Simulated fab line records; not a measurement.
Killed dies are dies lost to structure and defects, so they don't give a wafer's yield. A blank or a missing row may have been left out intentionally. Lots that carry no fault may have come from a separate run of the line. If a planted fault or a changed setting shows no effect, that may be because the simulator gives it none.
Which of the tools did it?	flow n5_finfet	24 lots with 72 wafers sampled at 6 steps, on a route of 1938 steps

WHAT THE GAUGES SHOWED, per wafer
N5_BEOL_M6_CD_MEAS_18: pitch 80 nm, target cd 40 nm.
lot	measured	on	cd_nm (nm)
L075	day 9 10:38	cd_sem-01	40.4 39.6 40.0
L074	day 9 16:01	cd_sem-03	39.8 39.8 40.0
L076	day 9 18:46	cd_sem-01	40.0 40.0 39.4
L077	day 9 22:28	cd_sem-01	39.9 39.8 40.1
L078	day 10 07:36	cd_sem-03	40.0 40.3 40.6
L079	day 10 07:56	cd_sem-03	40.0 39.9 39.3
L080	day 10 08:10	cd_sem-03	40.6 39.6 40.5
L082	day 10 14:25	cd_sem-02	41.0 39.8 40.1
L081	day 10 17:35	cd_sem-02	38.9 39.3 39.9
L083	day 11 06:22	cd_sem-02	40.2 40.3 40.3
L085	day 12 01:20	cd_sem-01	39.7 39.0 40.0
L084	day 12 03:34	cd_sem-03	39.6 41.5 40.1
L086	day 12 03:52	cd_sem-01	40.5 40.8 39.8
L087	day 12 11:10	cd_sem-03	40.9 40.3 40.7
L089	day 12 14:26	cd_sem-03	40.4 40.4 40.3
L088	day 12 14:31	cd_sem-01	41.9 41.1 40.8
L091	day 12 22:09	cd_sem-03	40.4 40.2 40.8
L090	day 13 05:45	cd_sem-01	41.3 40.5 40.8
L092	day 13 06:12	cd_sem-02	40.2 40.6 41.0
L093	day 13 11:19	cd_sem-03	40.3 39.7 39.3
L094	day 14 13:32	cd_sem-01	39.4 40.0 39.2
L095	day 14 16:24	cd_sem-03	39.6 39.9 40.6
L097	day 14 22:45	cd_sem-03	40.3 40.6 40.2
L096	day 15 01:10	cd_sem-02	40.2 40.2 40.2

N5_BEOL_M7_THK_MEAS_01.
lot	measured	on	M7_ILD_THK (nm)
L075	day 9 16:21	film_metro-02	151.1 151.8 157.5
L074	day 9 22:25	film_metro-01	154.0 158.7 155.9
L076	day 9 23:52	film_metro-02	151.5 151.8 152.2
L077	day 10 06:30	film_metro-02	158.1 154.2 155.4
L078	day 10 15:01	film_metro-01	156.7 153.5 157.0
L079	day 10 14:43	film_metro-02	152.5 152.3 158.8
L080	day 10 15:12	film_metro-01	154.3 158.0 159.4
L082	day 10 20:05	film_metro-02	149.7 153.6 154.1
L081	day 10 22:56	film_metro-01	154.5 157.1 156.6
L083	day 11 12:36	film_metro-01	156.2 158.2 156.7
L085	day 12 07:38	film_metro-02	154.3 158.2 156.4
L084	day 12 13:00	film_metro-02	154.4 156.0 154.7
L086	day 12 12:35	film_metro-01	151.4 154.7 154.5
L087	day 12 22:31	film_metro-02	155.2 152.0 153.9
L089	day 12 22:36	film_metro-02	153.9 155.6 155.5
L088	day 12 23:54	film_metro-02	151.3 153.8 158.7
L091	day 13 05:59	film_metro-02	151.2 152.3 156.7
L090	day 13 12:45	film_metro-02	155.4 154.5 154.6
L092	day 13 12:40	film_metro-02	149.9 154.3 151.0
L093	day 13 19:17	film_metro-01	154.2 156.6 155.7
L094	day 14 18:01	film_metro-01	152.4 150.6 156.8
L095	day 14 23:30	film_metro-02	153.9 158.6 155.8
L097	day 15 04:25	film_metro-02	153.7 152.7 154.7
L096	day 15 06:07	film_metro-01	151.8 158.1 154.2

TOOL THAT RAN EACH LOT (tool first, then ch and the chambers of the sampled wafers, then the start)
lot	N5_BEOL_M6_PECVD_70	N5_BEOL_M6_SURFACE_TREAT_79	N5_BEOL_M6_ANNEAL_51	N5_BEOL_M6_CMP_52
L075	pecvd-02 ch 0,2, day 9 09:07	pvd_sputter-03, day 9 14:26	rtp_anneal-02 ch 0, day 9 15:02	cmp-01 ch 1,2,3, day 9 15:19
L074	pecvd-01 ch 0,1, day 9 14:44	pvd_sputter-01, day 9 18:40	rtp_anneal-01 ch 0, day 9 21:07	cmp-01 ch 0,1,3, day 9 21:23
L076	pecvd-02 ch 0,2, day 9 16:53	pvd_sputter-03, day 9 21:40	rtp_anneal-01 ch 0, day 9 22:27	cmp-02 ch 0,2,3, day 9 22:47
L077	pecvd-02 ch 0,1,2, day 9 20:52	pvd_sputter-03, day 10 04:16	rtp_anneal-02 ch 0, day 10 05:16	cmp-03 ch 0,1,3, day 10 05:33
L078	pecvd-02 ch 0,1,2, day 10 04:15	pvd_sputter-01, day 10 11:43	rtp_anneal-01 ch 0, day 10 13:29	cmp-03 ch 2,3, day 10 13:46
L079	pecvd-01 ch 0,1, day 10 04:57	pvd_sputter-01, day 10 11:35	rtp_anneal-02 ch 0, day 10 13:22	cmp-01 ch 1,2,3, day 10 13:37
L080	pecvd-01 ch 0,1, day 10 05:20	pvd_sputter-03, day 10 12:56	rtp_anneal-02 ch 0, day 10 13:38	cmp-02 ch 1,3, day 10 13:56
L082	pecvd-03 ch 1,2, day 10 11:12	pvd_sputter-01, day 10 17:16	rtp_anneal-01 ch 0, day 10 18:43	cmp-02 ch 0,1,3, day 10 19:05
L081	pecvd-02 ch 1,2, day 10 15:05	pvd_sputter-02, day 10 20:50	rtp_anneal-01 ch 0, day 10 21:38	cmp-01 ch 0,1,3, day 10 21:59
L083	pecvd-01 ch 0,1,2, day 11 04:23	pvd_sputter-02, day 11 10:10	rtp_anneal-01 ch 0, day 11 10:53	cmp-02 ch 0,1, day 11 11:03
L085	pecvd-02 ch 0,1, day 12 00:07	pvd_sputter-01, day 12 05:16	rtp_anneal-02 ch 0, day 12 06:16	cmp-01 ch 1,2,3, day 12 06:34
L084	pecvd-03 ch 1,2, day 12 01:28	pvd_sputter-02, day 12 10:38	rtp_anneal-01 ch 0, day 12 11:32	cmp-02 ch 0,1,2, day 12 11:58
L086	pecvd-01 ch 0,1, day 12 01:40	pvd_sputter-01, day 12 10:20	rtp_anneal-02 ch 0, day 12 11:02	cmp-02 ch 0,1,2, day 12 11:31
L087	pecvd-03 ch 0,1,2, day 12 09:45	pvd_sputter-02, day 12 19:58	rtp_anneal-02 ch 0, day 12 21:08	cmp-02 ch 0,2,3, day 12 21:26
L089	pecvd-02 ch 0,1,2, day 12 11:55	pvd_sputter-03, day 12 20:40	rtp_anneal-01 ch 0, day 12 21:22	cmp-01 ch 0,1,2, day 12 21:37
L088	pecvd-01 ch 0,1,2, day 12 12:23	pvd_sputter-01, day 12 21:21	rtp_anneal-02 ch 0, day 12 22:31	cmp-02 ch 0,2,3, day 12 22:52
L091	pecvd-03 ch 0,2, day 12 19:58	pvd_sputter-02, day 13 01:57	rtp_anneal-02 ch 0, day 13 04:38	cmp-03 ch 1,2,3, day 13 04:55
L090	pecvd-03 ch 0,1,2, day 13 02:05	pvd_sputter-03, day 13 10:32	rtp_anneal-01 ch 0, day 13 11:22	cmp-02 ch 0,1,2, day 13 11:41
L092	pecvd-01 ch 0,1,2, day 13 04:34	pvd_sputter-03, day 13 10:30	rtp_anneal-02 ch 0, day 13 11:17	cmp-03 ch 1,3, day 13 11:38
L093	pecvd-02 ch 0,1, day 13 08:32	pvd_sputter-02, day 13 17:08	rtp_anneal-02 ch 0, day 13 17:54	cmp-03 ch 0,2,3, day 13 18:15
L094	pecvd-01 ch 1,2, day 14 08:48	pvd_sputter-03, day 14 15:52	rtp_anneal-02 ch 0, day 14 16:42	cmp-02 ch 1,2,3, day 14 17:01
L095	pecvd-03 ch 1,2, day 14 14:28	pvd_sputter-03, day 14 21:10	rtp_anneal-02 ch 0, day 14 22:11	cmp-03 ch 0,2,3, day 14 22:31
L097	pecvd-02 ch 0,1, day 14 20:46	pvd_sputter-01, day 15 01:43	rtp_anneal-01 ch 0, day 15 03:05	cmp-02 ch 0,1,2, day 15 03:20
L096	pecvd-03 ch 0,1, day 14 22:38	pvd_sputter-03, day 15 03:11	rtp_anneal-02 ch 0, day 15 04:39	cmp-02 ch 0,3, day 15 05:02
- N5_BEOL_M6_PECVD_70: deposits SiO2 from TEOS/O2, target thk 20 nm, time 22.7 s.
- N5_BEOL_M6_SURFACE_TREAT_79
- N5_BEOL_M6_ANNEAL_51: time 90 s.
- N5_BEOL_M6_CMP_52: polishes, stops on SiCOH lowk, t overpolish 6.9 s, target thk 80 nm.

WHAT THE TOOLS THEMSELVES READ (means of the sampled wafers that have a number; where no wafer has one, the mark that the record gives instead)
N5_BEOL_M6_PECVD_70.
lot	tool	heater_power_w (W)	showerhead_plenum_p_Torr (Torr)	throttle_valve_pct (%)
L075	pecvd-02	640	8.75	20.3
L074	pecvd-01	675	8.68	23.1
L076	pecvd-02	633	8.75	21.3
L077	pecvd-02	640	8.79	21.7
L078	pecvd-02	671	8.78	21.8
L079	pecvd-01	692	8.69	23.3
L080	pecvd-01	701	8.70	23.3
L082	pecvd-03	688	8.84	22.3
L081	pecvd-02	618	8.80	20.9
L083	pecvd-01	730	8.71	22.3
L085	pecvd-02	667	8.77	22.5
L084	pecvd-03	764	8.80	22.0
L086	pecvd-01	719	8.68	23.2
L087	pecvd-03	713	8.82	22.4
L089	pecvd-02	631	8.79	21.8
L088	pecvd-01	734	8.71	22.3
L091	pecvd-03	688	8.80	22.3
L090	pecvd-03	670	8.83	22.3
L092	pecvd-01	750	8.71	22.1
L093	pecvd-02	700	8.81	22.9
L094	pecvd-01	702	8.67	23.3
L095	pecvd-03	670	8.82	22.1
L097	pecvd-02	625	8.78	22.4
L096	pecvd-03	655	8.86	22.9

N5_BEOL_M6_ANNEAL_51.
lot	tool	wafer_temp_C_max
L075	rtp_anneal-02	225.7
L074	rtp_anneal-01	227.2
L076	rtp_anneal-01	226.9
L077	rtp_anneal-02	226.2
L078	rtp_anneal-01	226.6
L079	rtp_anneal-02	225.7
L080	rtp_anneal-02	225.9
L082	rtp_anneal-01	227.5
L081	rtp_anneal-01	227.5
L083	rtp_anneal-01	226.8
L085	rtp_anneal-02	225.7
L084	rtp_anneal-01	226.8
L086	rtp_anneal-02	225.8
L087	rtp_anneal-02	225.7
L089	rtp_anneal-01	226.6
L088	rtp_anneal-02	226.0
L091	rtp_anneal-02	225.6
L090	rtp_anneal-01	227.0
L092	rtp_anneal-02	225.8
L093	rtp_anneal-02	225.8
L094	rtp_anneal-02	226.0
L095	rtp_anneal-02	225.7
L097	rtp_anneal-01	227.6
L096	rtp_anneal-02	225.6

N5_BEOL_M6_CMP_52.
lot	tool	barrier_field_endpoint_s (s)	motor_current_A (A)	overpolish_run_s (s)	time_to_endpoint_s (s)
L075	cmp-01	29.3	6.2	6.900	63
L074	cmp-01	28.8	6.0	6.904	62
L076	cmp-02	29.3	5.3	6.898	66
L077	cmp-03	30.1	5.8	6.904	63
L078	cmp-03	28.4	6.2	6.900	62
L079	cmp-01	28.8	6.1	6.893	62
L080	cmp-02	30.2	5.4	6.896	66
L082	cmp-02	29.3	5.7	6.889	65
L081	cmp-01	29.1	5.7	6.900	62
L083	cmp-02	29.0	5.8	6.899	64
L085	cmp-01	29.1	6.0	6.907	61
L084	cmp-02	29.6	5.4	6.891	63
L086	cmp-02	29.4	5.6	6.913	64
L087	cmp-02	29.9	5.5	6.903	67
L089	cmp-01	30.1	6.1	6.899	65
L088	cmp-02	29.6	5.5	6.903	64
L091	cmp-03	29.2	5.6	6.901	62
L090	cmp-02	28.6	5.4	6.903	64
L092	cmp-03	29.4	6.0	6.890	61
L093	cmp-03	29.6	5.7	6.897	59
L094	cmp-02	29.4	5.2	6.903	64
L095	cmp-03	27.8	5.9	6.904	57
L097	cmp-02	29.3	5.3	6.900	65
L096	cmp-02	30.0	5.7	6.897	69

THE ANSWER, worked out from the rows above alone
Rule: the usual values come from the lots themselves. The widest of any qualifying gaps counts: lots, ordered by their means at a reading, are off when they make up no more than a third of the lots, leave a main group of 4 or more, and stand apart from it by 3 or more times the standard deviation of that group's means. If all means in a main group match to the digits the tables above print for the reading, that group is not used. A lot without any number at a reading at which 4 lots or more have one is off too. The other lots that the step has rows for count as sound. The gauges are gone through in route order, then the tools' own readings, and for those a lot's mean is taken as printed above. The first step at which some lot is off is used, and at that step the reading that is off furthest; a lot without a number counts as furthest.
None of the lots is off at any reading shown; this tells nothing.

WHAT HAD BEEN PUT IN BY THE SIMULATOR
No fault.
